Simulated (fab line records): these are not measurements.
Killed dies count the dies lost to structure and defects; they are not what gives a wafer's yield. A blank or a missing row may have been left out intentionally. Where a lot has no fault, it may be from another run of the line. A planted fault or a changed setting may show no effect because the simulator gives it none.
fab line records + flow nand-harc
record:
- lots: 11
- wafers: 33
- last-day: 33
route steps=1302 shown A_SGD_CUT@890 END@1302
lots that met no fault: taken from a fault-free run of the same line
start-h: start of the lot's first displayed wafer, in hours after the record's first day + wait-h: hours from the lot's prior step to this one + " repeats the value in the row above + L1.1+2: several wafers, shown together as one row + - value missing, or start not given + * or withheld: withheld + < > ~ a bound
route shown NAME@n: names a module that has steps shown in the file, with the first one's number in the route + usual: mean/standard deviation taken from wafers without a fault + same: alike in all rows + chamber/n: place in a boat + sites: the reading at each site + _std_site: the standard deviation of these + _edge_site: the outer-site mean with the inner-site mean subtracted + radius-mm: how far each site lies from the wafer's centre + mask NAME#n: copy n + behind: the last tool/chamber to shape the wafer + hold: cause of the lot's hold/its duration in hours/its outcome + device: transistor that didn't switch, given as n, p or np + end of line: the same wafers' tests at the end of the route + where a step has no rows: the recipe by itself + killed: not the wafer's yield, but the dies lost to structure and defects at the first sort + map: a wafer's dies, x killed, . not, _ none there
set.NAME: the run value of the setting; set.NAME@STEP: its run value at that earlier step + model.NAME: the simulator's own value behind a step, which no gauge read
route steps across a sampled set of lots; one table per step, one row per wafer
services: when a tool's chamber went out of use (start-h, in hours from the record's first day, below 0 if earlier), for how many hours, and the reason
== steps ==
step: NHARC_A_SGD_CUT_DEP_00
recipe:
- target-thk-a: 500
- temp-c: 400
- target-thk-nm: 50
- flow-sccm: 200
- rf-w: 450
- material: SiNx
usual:
- heater-power-w: 679/98
| lot.wafer | tool     | chamber | start-h | wait-h | heater-power-w |
|-----------|----------|---------|---------|--------|----------------|
| L125.2    | pecvd-03 | 2       | 445.12  | 0.1    | 604            |
| L125.3    | "        | 0       | "       | "      | 867            |
| L125.1    | "        | 1       | "       | "      | 651            |
| L128.5    | pecvd-01 | 2       | 465.83  | 0.1    | 566            |
| L128.6    | "        | 0       | "       | "      | 662            |
| L128.4    | "        | 1       | "       | "      | 616            |
| L129.3    | pecvd-04 | 2       | 465.95  | 0.2    | 783            |
| L129.4    | "        | 1       | "       | "      | 712            |
| L129.6    | "        | 2       | "       | "      | 782            |
| L130.1    | pecvd-01 | 0       | 481.81  | 0.1    | 660            |
| L130.5    | "        | 0       | "       | "      | 660            |
| L130.4    | "        | 1       | "       | "      | 693            |
| L136.3    | pecvd-04 | 0       | 547.70  | 0.1    | 678            |
| L136.4    | "        | 2       | "       | "      | 882            |
| L136.6    | "        | 0       | "       | "      | 663            |
| L137.4    | pecvd-01 | 0       | 555.41  | 0.2    | 678            |
| L137.5    | "        | 0       | "       | "      | 695            |
| L137.6    | "        | 1       | "       | "      | 676            |
| L139.2    | pecvd-03 | 0       | 573.28  | 0.1    | 882            |
| L139.4    | "        | 2       | "       | "      | 638            |
| L139.5    | "        | 0       | "       | "      | 894            |
| L145.2    | pecvd-01 | 1       | 627.35  | 0.1    | 669            |
| L145.6    | "        | 0       | "       | "      | 609            |
| L145.4    | "        | 1       | "       | "      | 661            |
| L144.3    | pecvd-01 | 1       | 627.63  | 0.1    | 610            |
| L144.1    | "        | 2       | "       | "      | 525            |
| L144.5    | "        | 0       | "       | "      | 602            |
| L146.2    | pecvd-04 | 0       | 647.41  | 0.1    | 625            |
| L146.4    | "        | 2       | "       | "      | 725            |
| L146.5    | "        | 1       | "       | "      | 715            |
| L147.4    | pecvd-01 | 2       | 652.66  | 0.2    | 614            |
| L147.5    | "        | 2       | "       | "      | 600            |
| L147.6    | "        | 0       | "       | "      | 607            |
step: NHARC_A_SGD_CUT_DESCUM_14
recipe:
- time-s: 3
- o2-flow-sccm: 200
- ar-flow-sccm: 0
- bias-power-w: 0
- chemistry: O2
usual:
- drypump-motor-current-A: 5.4/0.45
- oes-product-au: 0.999/0.0096
- rf-vpp-V: 57.8/0.82
- showerhead-plenum-p-Torr: 1.93/0.078
- throttle-valve-pct: 11.310/0.0096
| lot.wafer | tool        | chamber | start-h | wait-h | drypump-motor-current-A | oes-product-au | rf-hours-counter-h | rf-vpp-V | showerhead-plenum-p-Torr | throttle-valve-pct |
|-----------|-------------|---------|---------|--------|-------------------------|----------------|--------------------|----------|--------------------------|--------------------|
| L125.2    | rie-diel-03 | 3       | 446.02  | 0.1    | 4.9                     | 0.979          | 12                 | 57.7     | 1.94                     | 11.295             |
| L125.3    | "           | 0       | "       | "      | 5.4                     | 0.985          | 14                 | 56.9     | 1.87                     | 11.299             |
| L125.1    | "           | 2       | "       | "      | 6.6                     | 0.996          | 13                 | 58.3     | 2.00                     | 11.331             |
| L128.4    | rie-diel-12 | 3       | 466.68  | 0.1    | 5.1                     | 0.989          | 0                  | 59.1     | 1.95                     | 11.312             |
| L128.5    | "           | 0       | "       | "      | 5.1                     | 0.999          | -                  | 59.2     | 1.98                     | 11.312             |
| L128.6    | "           | 1       | "       | "      | 6.0                     | 1.001          | -                  | 58.3     | 1.93                     | 11.300             |
| L129.3    | rie-diel-06 | 0       | 466.82  | 0.1    | 5.5                     | 0.999          | 9                  | 58.7     | 1.97                     | 11.297             |
| L129.6    | "           | 2       | "       | "      | 5.0                     | 1.012          | -                  | 57.0     | 1.78                     | 11.309             |
| L129.4    | "           | 0       | "       | "      | 5.5                     | 0.999          | -                  | 58.9     | 1.97                     | 11.297             |
| L130.4    | rie-diel-06 | 0       | 482.72  | 0.1    | 5.5                     | 1.005          | 10                 | 57.4     | 1.97                     | 11.317             |
| L130.1    | "           | 2       | "       | "      | 5.0                     | 1.001          | 10                 | 57.2     | 1.78                     | 11.299             |
| L130.5    | "           | 0       | "       | "      | 5.5                     | 1.002          | -                  | 57.9     | 1.97                     | 11.315             |
| L136.3    | rie-diel-12 | 1       | 548.57  | 0.1    | 6.0                     | 1.009          | 5                  | 58.0     | 1.93                     | 11.315             |
| L136.4    | "           | 0       | "       | "      | 5.2                     | 1.014          | 4                  | 57.0     | 1.98                     | 11.303             |
| L136.6    | "           | 1       | "       | "      | 6.0                     | 1.023          | -                  | 58.3     | 1.93                     | 11.306             |
| L137.4    | rie-diel-03 | 2       | 556.33  | 0.1    | 6.6                     | 1.004          | 8                  | 58.1     | 2.00                     | 11.307             |
| L137.5    | "           | 0       | "       | "      | 5.4                     | 0.993          | -                  | 57.4     | 1.87                     | 11.298             |
| L137.6    | "           | 1       | "       | "      | 4.8                     | 1.009          | -                  | 57.4     | 1.85                     | 11.294             |
| L139.2    | rie-diel-12 | 2       | 574.15  | 0.1    | 5.3                     | 1.009          | 6                  | 56.9     | 1.85                     | 11.309             |
| L139.4    | "           | 3       | "       | "      | 5.0                     | 0.999          | -                  | 58.8     | 1.95                     | 11.309             |
| L139.5    | "           | 2       | "       | "      | 5.3                     | 1.009          | -                  | 58.8     | 1.85                     | 11.311             |
| L145.4    | rie-diel-03 | 1       | 628.21  | 0.1    | 4.8                     | 0.994          | 11                 | 55.8     | 1.85                     | 11.308             |
| L145.2    | "           | 3       | "       | "      | 4.9                     | 0.997          | 12                 | 58.5     | 1.94                     | 11.300             |
| L145.6    | "           | 0       | "       | "      | 5.4                     | 0.987          | -                  | 58.1     | 1.86                     | 11.309             |
| L144.1    | rie-diel-06 | 3       | 628.44  | 0.1    | 5.9                     | 0.996          | 9                  | 58.8     | 2.01                     | 11.298             |
| L144.3    | "           | 0       | "       | "      | 5.5                     | 1.007          | 9                  | 58.0     | 1.97                     | 11.294             |
| L144.5    | "           | 2       | "       | "      | 5.0                     | 0.999          | -                  | 56.5     | 1.78                     | 11.306             |
| L146.4    | rie-diel-06 | 3       | 648.29  | 0.1    | 5.8                     | 0.995          | 11                 | 59.6     | 2.01                     | 11.313             |
| L146.2    | "           | 0       | "       | "      | 5.5                     | 0.991          | 10                 | 56.9     | 1.97                     | 11.299             |
| L146.5    | "           | 3       | "       | "      | 5.8                     | 0.994          | -                  | 58.1     | 2.01                     | 11.318             |
| L147.4    | rie-diel-12 | 3       | 653.58  | 0.1    | 5.1                     | 1.011          | 1                  | 57.5     | 1.95                     | 11.317             |
| L147.6    | "           | 1       | "       | "      | 6.0                     | 1.012          | -                  | 58.4     | 1.93                     | 11.318             |
| L147.5    | "           | 2       | "       | "      | 5.3                     | 1.014          | -                  | 57.3     | 1.85                     | 11.304             |
step: NHARC_A_SGD_CUT_ETCH_59
recipe:
- target-depth-a: 2600
- over-etch-frac: 0.25
- time-s: 406.25
- ion-energy-ev: 200
- n2-flow-sccm: 150
- h2-flow-sccm: 150
- ar-flow-sccm: 0
- rf-w: 400
- bias-w: 150
- chemistry: N2/H2
usual:
- bias-w: 150.0/0.44
- drypump-motor-current-A: 5.5/0.49
- n2-flow-sccm: 150.1/0.45
- oes-product-au: 1.002/0.0089
- rf-vpp-V: 431.0/2.4
- run-length-s: 427.5/0.5
- showerhead-plenum-p-Torr: 2.06/0.086
- throttle-valve-pct: 14.171/0.0088
| lot.wafer | tool        | chamber | start-h | wait-h | bias-w | drypump-motor-current-A | n2-flow-sccm | oes-product-au | rf-hours-counter-h | rf-vpp-V | run-length-s | showerhead-plenum-p-Torr | throttle-valve-pct |
|-----------|-------------|---------|---------|--------|--------|-------------------------|--------------|----------------|--------------------|----------|--------------|--------------------------|--------------------|
| L125.1    | rie-diel-03 | 2       | -       | -      | 149.7  | 6.6                     | 150.3        | 0.997          | 13                 | 433.3    | 427.8        | 2.13                     | 14.164             |
| L125.3    | "           | 3       | "       | "      | 150.5  | 4.9                     | 150.3        | 1.001          | 12                 | 431.5    | 427.8        | 2.07                     | 14.179             |
| L125.2    | "           | 1       | "       | "      | 148.8  | 4.9                     | 149.8        | 0.998          | 15                 | 428.2    | 426.8        | 1.97                     | 14.179             |
| L128.4    | rie-diel-12 | 1       | -       | -      | 149.3  | 6.0                     | 149.4        | 1.001          | 1                  | 432.6    | 427.2        | 2.06                     | 14.178             |
| L128.5    | "           | 1       | "       | "      | 149.6  | 6.0                     | 149.3        | 1.021          | -                  | 430.9    | 426.7        | 2.06                     | 14.163             |
| L128.6    | "           | 2       | "       | "      | 150.2  | 5.4                     | 150.3        | 0.996          | -                  | 430.0    | 427.7        | 1.97                     | 14.166             |
| L129.3    | rie-diel-06 | 1       | -       | -      | 150.6  | 5.6                     | 149.4        | 0.998          | 9                  | 433.6    | 428.3        | 2.18                     | 14.172             |
| L129.4    | "           | 0       | "       | "      | 150.4  | 5.5                     | 149.9        | 1.003          | -                  | 433.4    | 427.4        | 2.10                     | 14.181             |
| L129.6    | "           | 1       | "       | "      | 150.8  | 5.6                     | 149.9        | 1.009          | -                  | 433.4    | 428.4        | 2.18                     | 14.165             |
| L130.4    | rie-diel-06 | 2       | -       | -      | 149.8  | 5.0                     | 150.0        | 1.001          | 10                 | 428.0    | 426.9        | 1.90                     | 14.157             |
| L130.1    | "           | 3       | "       | "      | 149.7  | 5.9                     | 149.8        | 1.007          | 10                 | 432.9    | 426.8        | 2.15                     | 14.186             |
| L130.5    | "           | 3       | "       | "      | 150.8  | 5.8                     | 150.2        | 1.016          | -                  | 432.2    | 426.7        | 2.15                     | 14.151             |
| L136.4    | rie-diel-12 | 0       | -       | -      | 150.2  | 5.2                     | 150.1        | 1.003          | 4                  | 433.0    | 427.4        | 2.11                     | 14.166             |
| L136.3    | "           | 1       | "       | "      | 149.8  | 6.0                     | 149.4        | 1.003          | 5                  | 431.5    | 426.6        | 2.06                     | 14.174             |
| L136.6    | "           | 0       | "       | "      | 149.9  | 5.1                     | 150.7        | 1.013          | -                  | 432.0    | 427.3        | 2.11                     | 14.184             |
| L137.4    | rie-diel-03 | 2       | -       | -      | 150.2  | 6.6                     | 149.3        | 1.013          | 8                  | 432.7    | 427.7        | 2.13                     | 14.163             |
| L137.6    | "           | 1       | "       | "      | 150.2  | 4.8                     | 149.8        | 1.013          | -                  | 429.8    | 426.9        | 1.97                     | 14.163             |
| L137.5    | "           | 2       | "       | "      | 150.1  | 6.6                     | 149.6        | 1.021          | -                  | 432.0    | 428.1        | 2.13                     | 14.163             |
| L139.2    | rie-diel-12 | 1       | -       | -      | 150.0  | 6.0                     | 150.2        | 1.016          | 6                  | 431.4    | 426.6        | 2.06                     | 14.165             |
| L139.4    | "           | 3       | "       | "      | 150.4  | 5.1                     | 149.6        | 0.991          | -                  | 432.5    | 427.4        | 2.08                     | 14.175             |
| L139.5    | "           | 1       | "       | "      | 150.4  | 6.0                     | 150.6        | 1.020          | -                  | 431.6    | 426.7        | 2.06                     | 14.168             |
| L145.4    | rie-diel-03 | 1       | -       | -      | 149.5  | 4.9                     | 149.7        | 0.994          | 11                 | 430.9    | 426.9        | 1.97                     | 14.176             |
| L145.2    | "           | 3       | "       | "      | 149.9  | 4.9                     | 150.3        | 0.996          | 12                 | 429.8    | 428.4        | 2.06                     | 14.174             |
| L145.6    | "           | 0       | "       | "      | 149.5  | 5.4                     | 149.3        | 0.978          | -                  | 428.6    | 427.5        | 1.99                     | 14.193             |
| L144.3    | rie-diel-06 | 0       | -       | -      | 149.3  | 5.5                     | 150.1        | 0.993          | 9                  | 431.9    | 427.9        | 2.10                     | 14.179             |
| L144.1    | "           | 1       | "       | "      | 149.7  | 5.6                     | 150.4        | 1.002          | 9                  | 434.0    | 428.3        | 2.18                     | 14.169             |
| L144.5    | "           | 3       | "       | "      | 150.7  | 5.9                     | 150.9        | 1.001          | -                  | 433.9    | 426.9        | 2.15                     | 14.174             |
| L146.2    | rie-diel-06 | 1       | -       | -      | 150.6  | 5.6                     | 150.7        | 1.007          | 10                 | 434.8    | 428.5        | 2.18                     | 14.155             |
| L146.4    | "           | 2       | "       | "      | 150.5  | 5.0                     | 150.5        | 1.000          | 11                 | 426.1    | 427.2        | 1.89                     | 14.164             |
| L146.5    | "           | 3       | "       | "      | 149.7  | 5.9                     | 150.3        | 1.004          | -                  | 433.1    | 427.2        | 2.15                     | 14.181             |
| L147.4    | rie-diel-12 | 0       | -       | -      | 149.0  | 5.2                     | 150.7        | 1.016          | 1                  | 432.9    | 427.4        | 2.11                     | 14.175             |
| L147.6    | "           | 1       | "       | "      | 150.8  | 6.0                     | 150.7        | 1.030          | -                  | 432.3    | 426.7        | 2.06                     | 14.170             |
| L147.5    | "           | 2       | "       | "      | 149.5  | 5.3                     | 149.3        | 1.005          | -                  | 428.7    | 427.7        | 1.97                     | 14.177             |
step: NHARC_A_SGD_CUT_ETCH_16
recipe:
- target-depth-a: 3105
- time-s: 155.2
- c4f8-flow-sccm: withheld
- o2-flow-sccm: 8
- ar-flow-sccm: withheld
- rf-w: 600
- bias-w: 800
- chemistry: C4F8/O2/Ar
usual:
- bias-w: 800.0/2.2
- oes-product-au: 0.976/0.014
- rf-vpp-V: 724/4.1
- run-length-s: 176.5/0.5
| lot.wafer | tool        | chamber | start-h | wait-h | bias-w | oes-product-au | rf-hours-counter-h | rf-vpp-V | run-length-s |
|-----------|-------------|---------|---------|--------|--------|----------------|--------------------|----------|--------------|
| L125.2    | rie-diel-03 | 3       | 446.68  | -      | 797.5  | 0.939          | 13                 | 724      | 176.7        |
| L125.3    | "           | 0       | "       | "      | 801.9  | 0.950          | 14                 | 722      | 176.7        |
| L125.1    | "           | 1       | "       | "      | 795.9  | 0.957          | 15                 | 720      | 176.1        |
| L128.4    | rie-diel-12 | 3       | 467.28  | -      | 797.6  | 0.972          | 1                  | 726      | 177.1        |
| L128.6    | "           | 2       | "       | "      | 799.8  | 0.998          | -                  | 719      | 176.7        |
| L128.5    | "           | 3       | "       | "      | 796.7  | 0.972          | -                  | 725      | 176.4        |
| L129.3    | rie-diel-06 | 1       | 467.50  | -      | 799.5  | 0.990          | 9                  | 731      | 177.4        |
| L129.4    | "           | 0       | "       | "      | 801.9  | 0.968          | -                  | 726      | 176.8        |
| L129.6    | "           | 1       | "       | "      | 800.2  | 0.983          | -                  | 730      | 177.1        |
| L130.1    | rie-diel-06 | 2       | 483.28  | -      | 799.5  | 0.987          | 10                 | 716      | 175.9        |
| L130.4    | "           | 3       | "       | "      | 799.9  | 0.975          | 10                 | 729      | 175.7        |
| L130.5    | "           | 3       | "       | "      | 803.0  | 0.980          | -                  | 728      | 175.8        |
| L136.3    | rie-diel-12 | 2       | 549.17  | -      | -      | 0.978          | 5                  | 721      | 161.9        |
| L136.4    | "           | 3       | "       | "      | -      | 0.974          | 5                  | 727      | 161.5        |
| L136.6    | "           | 1       | "       | "      | -      | 0.968          | -                  | 723      | 160.8        |
| L137.4    | rie-diel-03 | 1       | 556.88  | -      | 797.4  | 0.981          | 8                  | 721      | 176.1        |
| L137.5    | "           | 1       | "       | "      | 798.5  | 0.981          | -                  | 720      | 176.0        |
| L137.6    | "           | 2       | "       | "      | 800.0  | 1.001          | -                  | 728      | 177.1        |
| L139.2    | rie-diel-12 | 1       | 574.83  | -      | -      | 0.977          | 6                  | 725      | 161.1        |
| L139.4    | "           | 2       | "       | "      | -      | 0.987          | -                  | 719      | 161.7        |
| L139.5    | "           | 3       | "       | "      | -      | 0.958          | -                  | 725      | 161.8        |
| L145.2    | rie-diel-03 | 0       | 628.78  | -      | 804.0  | 0.964          | 12                 | 721      | 176.4        |
| L145.4    | "           | 2       | "       | "      | 801.6  | 0.993          | 13                 | 728      | 176.7        |
| L145.6    | "           | 0       | "       | "      | 802.1  | 0.970          | -                  | 720      | 176.3        |
| L144.1    | rie-diel-06 | 0       | 628.99  | -      | 796.7  | 0.971          | 9                  | 724      | 176.8        |
| L144.3    | "           | 3       | "       | "      | 800.5  | 0.967          | 10                 | 727      | 175.9        |
| L144.5    | "           | 0       | "       | "      | 799.9  | 0.988          | -                  | 725      | 176.5        |
| L146.4    | rie-diel-06 | 3       | 648.87  | -      | 800.4  | 0.970          | 11                 | 728      | 175.6        |
| L146.2    | "           | 1       | "       | "      | 801.8  | 0.984          | 10                 | 731      | 177.5        |
| L146.5    | "           | 2       | "       | "      | 800.9  | 0.977          | -                  | 716      | 176.0        |
| L147.4    | rie-diel-12 | 0       | 654.14  | -      | 797.5  | 1.002          | 1                  | 727      | 176.2        |
| L147.5    | "           | 0       | "       | "      | 800.6  | 0.995          | -                  | 725      | 176.4        |
| L147.6    | "           | 1       | "       | "      | 798.1  | 1.002          | -                  | 725      | 176.0        |
step: NHARC_END_SORT_01
recipe:
- temp-c: 25
usual:
- killed-at-array: 55/23
- killed-at-other: 1.0/1.2
- killed-at-periphery: 3.2/2.7
- killed-dies: 59/23
- killed-open: 3.1/1.6
- killed-short: 2.2/1.5
same:
- gross-dies: 677
| lot.wafer | tool      | chamber | start-h | wait-h | killed-at-array | killed-at-other | killed-at-periphery | killed-dies | killed-open | killed-short |
|-----------|-----------|---------|---------|--------|-----------------|-----------------|---------------------|-------------|-------------|--------------|
| L136.3    | prober-02 | 0       | 674.99  | 3.1    | 620             | 3               | 3                   | 626         | 5           | 1            |
| L136.4    | prober-02 | 0       | 675.79  | 3.4    | 624             | 2               | 2                   | 628         | 6           | 2            |
| L136.6    | prober-02 | 0       | 677.38  | 4.0    | 591             | 2               | 2                   | 595         | 3           | 0            |
| L139.2    | prober-02 | 0       | 699.41  | 6.6    | 581             | 0               | 1                   | 582         | 3           | 2            |
| L139.4    | prober-02 | 0       | 701.01  | 7.2    | 601             | 1               | 4                   | 606         | 5           | 5            |
| L139.5    | prober-02 | 0       | 701.81  | 7.5    | 614             | 0               | 6                   | 620         | 3           | 3            |
killed by level:class
L136.3 A_SGD_CUT:area-etch=520 A_CHANNEL_HOLE_D1:chamber-film-flake=32 A_SLIT:chamber-film-flake=29 A_CHANNEL_HOLE_D2:chamber-film-flake=18 A_CONTACT:chamber-film-flake=6 A_M0:chamber-film-flake=4 P_M0:geometric-particle:open=2 A_CHANNEL_FILL_D2:chamber-film-flake=2
L136.4 A_SGD_CUT:area-etch=538 A_CHANNEL_HOLE_D1:chamber-film-flake=27 A_SLIT:chamber-film-flake=26 A_CHANNEL_HOLE_D2:chamber-film-flake=19 A_M0:chamber-film-flake=4 A_ONON_D2:geometric-particle:short=2 A_WL_FILL:chamber-film-flake=2 P_GATE:geometric-particle:open=1
L136.6 A_SGD_CUT:area-etch=495 A_SLIT:chamber-film-flake=33 A_CHANNEL_HOLE_D1:chamber-film-flake=29 A_CHANNEL_HOLE_D2:chamber-film-flake=17 A_M0:chamber-film-flake=9 A_CONTACT:chamber-film-flake=3 A_CONTACT:geometric-particle:open=2 P_M0:geometric-particle:open=1
L139.2 A_SGD_CUT:area-etch=534 A_CHANNEL_HOLE_D1:chamber-film-flake=31 A_STAIRCASE:chamber-film-flake=3 A_CHANNEL_HOLE_D2:chamber-film-flake=2 A_M1:chamber-film-flake=2 A_ONON_D1:geometric-particle:open=1 A_DECK1_JOINT:geometric-particle:open=1 A_CHANNEL_FILL_D2:geometric-particle:short=1
L139.4 A_SGD_CUT:area-etch=535 A_CHANNEL_HOLE_D1:chamber-film-flake=32 A_CONTACT:chamber-film-flake=7 A_STAIRCASE:chamber-film-flake=6 A_CHANNEL_HOLE_D2:chamber-film-flake=4 A_SLIT:chamber-film-flake=3 A_M1:chamber-film-flake=3 A_WL_FILL:geometric-particle:short=2
L139.5 A_SGD_CUT:area-etch=571 A_CHANNEL_HOLE_D1:chamber-film-flake=26 A_STAIRCASE:chamber-film-flake=4 A_CONTACT:chamber-film-flake=4 P_GATE:chamber-film-flake=3 A_WL_FILL:geometric-particle:short=2 A_SLIT:chamber-film-flake=2 P_M1:geometric-particle:short=1
== services ==
| tool        | chamber | start-h | hours | kind   |
|-------------|---------|---------|-------|--------|
| pecvd-01    | -       | 426.63  | 0.7   | repair |
| pecvd-04    | -       | 431.79  | 0.4   | repair |
| rie-diel-12 | -       | 445.43  | 9.0   | pm     |
| pecvd-04    | -       | 450.26  | 13.0  | pm     |
| rie-diel-03 | -       | 458.62  | 9.0   | pm     |
| rie-diel-06 | 3       | 463.69  | 5.1   | repair |
| rie-diel-12 | 0       | 469.44  | 3.1   | repair |
| rie-diel-06 | -       | 484.20  | 9.0   | pm     |
| pecvd-01    | -       | 492.21  | 13.0  | pm     |
| pecvd-04    | 2       | 530.26  | 6.8   | repair |
| rie-diel-06 | 1       | 549.50  | 4.9   | repair |
| pecvd-01    | 2       | 550.53  | 12.9  | repair |
| rie-diel-06 | 0       | 553.39  | 3.6   | repair |
| rie-diel-12 | 0       | 559.66  | 18.4  | repair |
| pecvd-04    | -       | 567.72  | 2.5   | repair |
| rie-diel-12 | 2       | 568.13  | 2.6   | repair |
| rie-diel-03 | 0       | 611.64  | 5.7   | repair |
| rie-diel-12 | 3       | 614.61  | 3.4   | repair |
| rie-diel-06 | 1       | 620.48  | 5.6   | repair |
| rie-diel-03 | 1       | 622.36  | 2.9   | repair |
| rie-diel-12 | -       | 622.43  | 9.0   | pm     |
| rie-diel-03 | -       | 635.62  | 9.0   | pm     |
| rie-diel-03 | -       | 645.74  | 0.5   | repair |
| pecvd-01    | 1       | 652.43  | 5.4   | repair |
== key ==
first-sign:
- step: NHARC_A_SGD_CUT_ETCH_16
- reading: run-length-s
- direction: down
- sigmas: 30
- usual: *
- struck: *
effect:
- step: NHARC_END_SORT_01
- reading: killed-at-array
- direction: up
- sigmas: 24
- usual: 55
- struck: 605
more-kills-born-at:
- NHARC_A_SGD_CUT_ETCH_16@rie-diel-12: 3193
met-at NHARC_A_SGD_CUT_ETCH_16
struck-lots L136,L139
later-rows-left-out L136.3,L136.4,L136.6,L139.2,L139.4,L139.5
tester-left-out L136,L139
not-acting-at NHARC_A_SGD_CUT_DEP_00,NHARC_A_SGD_CUT_DESCUM_14,NHARC_A_SGD_CUT_ETCH_59
onset-between 467.28 549.17
fault:
- kind: process-parameter-drift
- tool: rie-diel-12
- chamber: -
- onset-h: 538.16
- steps: NHARC_A_SGD_CUT_ETCH_16
- channel: time-s
- offset: *
- shape: step
- end-h: 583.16
- acts-in: *
- stated: *
tester-left-out: of these lots the tester's yield and bins aren't shown, on N5 and GAA mostly nor the transistor test; their killed dies are dies lost to structure and defects alone, not to doping, threshold or leakage, so they don't give the yield
later-rows-left-out: the simulator's readings of these wafers behind a module that went badly wrong aren't trusted and aren't shown, but for the sort
